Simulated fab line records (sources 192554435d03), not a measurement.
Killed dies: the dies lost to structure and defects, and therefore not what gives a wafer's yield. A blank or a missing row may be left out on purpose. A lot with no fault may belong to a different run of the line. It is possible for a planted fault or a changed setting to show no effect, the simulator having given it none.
Matching of chambers :: flow n5-finfet :: 4 sister chambers for N5_BEOL_M14_DESCUM_33 on rie-diel-03
The step chemistry O2, time 7.9 s. 16 wafers are shown with their chamber, then 8 later ones without.

== WAFERS PAIRED WITH THEIR CHAMBERS ==
wafer: L074.2
chamber: 0
throttle-valve-pct (%): 20.69
rf-fwd-power-W (W): 49.10
showerhead-plenum-p-Torr (Torr): 2.14

wafer: L074.3
chamber: 3
throttle-valve-pct (%): 20.12
rf-fwd-power-W (W): 49.43
showerhead-plenum-p-Torr (Torr): 2.21

wafer: L074.4
chamber: 1
throttle-valve-pct (%): 20.65
rf-fwd-power-W (W): 49.52
showerhead-plenum-p-Torr (Torr): 1.96

wafer: L075.1
chamber: 2
throttle-valve-pct (%): 20.14
rf-fwd-power-W (W): 49.45
showerhead-plenum-p-Torr (Torr): 2.05

wafer: L075.3
chamber: 0
throttle-valve-pct (%): 20.70
rf-fwd-power-W (W): 48.96
showerhead-plenum-p-Torr (Torr): 2.14

wafer: L075.5
chamber: 2
throttle-valve-pct (%): 20.15
rf-fwd-power-W (W): 49.41
showerhead-plenum-p-Torr (Torr): 2.05

wafer: L078.3
chamber: 0
throttle-valve-pct (%): 20.71
rf-fwd-power-W (W): 48.98
showerhead-plenum-p-Torr (Torr): 2.14

wafer: L078.5
chamber: 0
throttle-valve-pct (%): 20.72
rf-fwd-power-W (W): 48.70
showerhead-plenum-p-Torr (Torr): 2.14

wafer: L078.6
chamber: 2
throttle-valve-pct (%): 20.17
rf-fwd-power-W (W): 49.48
showerhead-plenum-p-Torr (Torr): 2.05

wafer: L079.1
chamber: 2
throttle-valve-pct (%): 20.18
rf-fwd-power-W (W): 49.27
showerhead-plenum-p-Torr (Torr): 2.05

wafer: L079.4
chamber: 1
throttle-valve-pct (%): 20.30
rf-fwd-power-W (W): 49.23
showerhead-plenum-p-Torr (Torr): 2.22

wafer: L079.6
chamber: 2
throttle-valve-pct (%): 20.18
rf-fwd-power-W (W): 49.17
showerhead-plenum-p-Torr (Torr): 2.05

wafer: L084.3
chamber: 2
throttle-valve-pct (%): 20.18
rf-fwd-power-W (W): 49.62
showerhead-plenum-p-Torr (Torr): 2.05

wafer: L084.5
chamber: 0
throttle-valve-pct (%): 20.75
rf-fwd-power-W (W): 49.05
showerhead-plenum-p-Torr (Torr): 2.13

wafer: L084.6
chamber: 1
throttle-valve-pct (%): 20.31
rf-fwd-power-W (W): 49.29
showerhead-plenum-p-Torr (Torr): 2.22

wafer: L088.2
chamber: 3
throttle-valve-pct (%): 20.18
rf-fwd-power-W (W): 49.54
showerhead-plenum-p-Torr (Torr): 2.20

SIGNATURES (averages over the wafers above)
reading: throttle-valve-pct
chamber 0: 20.7140
chamber 1: 20.4200
chamber 2: 20.1667
chamber 3: 20.1500
scatter within a chamber: 0.0841

reading: rf-fwd-power-W
chamber 0: 48.9580
chamber 1: 49.3467
chamber 2: 49.4000
chamber 3: 49.4850
scatter within a chamber: 0.152

reading: showerhead-plenum-p-Torr
chamber 0: 2.1380
chamber 1: 2.1333
chamber 2: 2.0500
chamber 3: 2.2050
scatter within a chamber: 0.0614
Rule: a wafer's distance from a chamber is the root of the sum, over the readings, of the square of ((its reading less the chamber's mean) divided by the reading's scatter). If the next closest chamber is less than 2 further off than the closest, the wafer can't be placed; otherwise it belongs to the closest. The scatter: the root of (the sum of the squares of (reading less its chamber's mean) over the shown wafers, divided by (wafers less chambers)).

== WAFERS WITH NO CHAMBER GIVEN ==
wafer: L088.5
throttle-valve-pct (%): 20.75
rf-fwd-power-W (W): 49.21
showerhead-plenum-p-Torr (Torr): 2.13

wafer: L088.6
throttle-valve-pct (%): 20.33
rf-fwd-power-W (W): 49.25
showerhead-plenum-p-Torr (Torr): 2.22

wafer: L091.2
throttle-valve-pct (%): 20.76
rf-fwd-power-W (W): 48.80
showerhead-plenum-p-Torr (Torr): 2.13

wafer: L091.4
throttle-valve-pct (%): 20.33
rf-fwd-power-W (W): 49.18
showerhead-plenum-p-Torr (Torr): 2.21

wafer: L091.5
throttle-valve-pct (%): 20.20
rf-fwd-power-W (W): 49.64
showerhead-plenum-p-Torr (Torr): 2.04

wafer: L097.2
throttle-valve-pct (%): 20.22
rf-fwd-power-W (W): 49.35
showerhead-plenum-p-Torr (Torr): 2.19

wafer: L097.3
throttle-valve-pct (%): 20.76
rf-fwd-power-W (W): 49.14
showerhead-plenum-p-Torr (Torr): 2.12

wafer: L097.6
throttle-valve-pct (%): 20.33
rf-fwd-power-W (W): 49.49
showerhead-plenum-p-Torr (Torr): 2.21

== CHAMBER TAKEN BY EACH ==
wafer: L088.5
from the rows above: 0
in truth: 0

wafer: L088.6
from the rows above: can't be placed: 1 or 3 or 2
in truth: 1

wafer: L091.2
from the rows above: 0
in truth: 0

wafer: L091.4
from the rows above: can't be placed: 1 or 3 or 2
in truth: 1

wafer: L091.5
from the rows above: can't be placed: 2 or 3 or 1
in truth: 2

wafer: L097.2
from the rows above: can't be placed: 3 or 2 or 1
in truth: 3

wafer: L097.3
from the rows above: 0
in truth: 0

wafer: L097.6
from the rows above: can't be placed: 1 or 3 or 2
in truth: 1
3 of 8 placed correctly. These rows do not allow placing 5 (true chamber among the candidates in 5). Placed wrongly: 0.
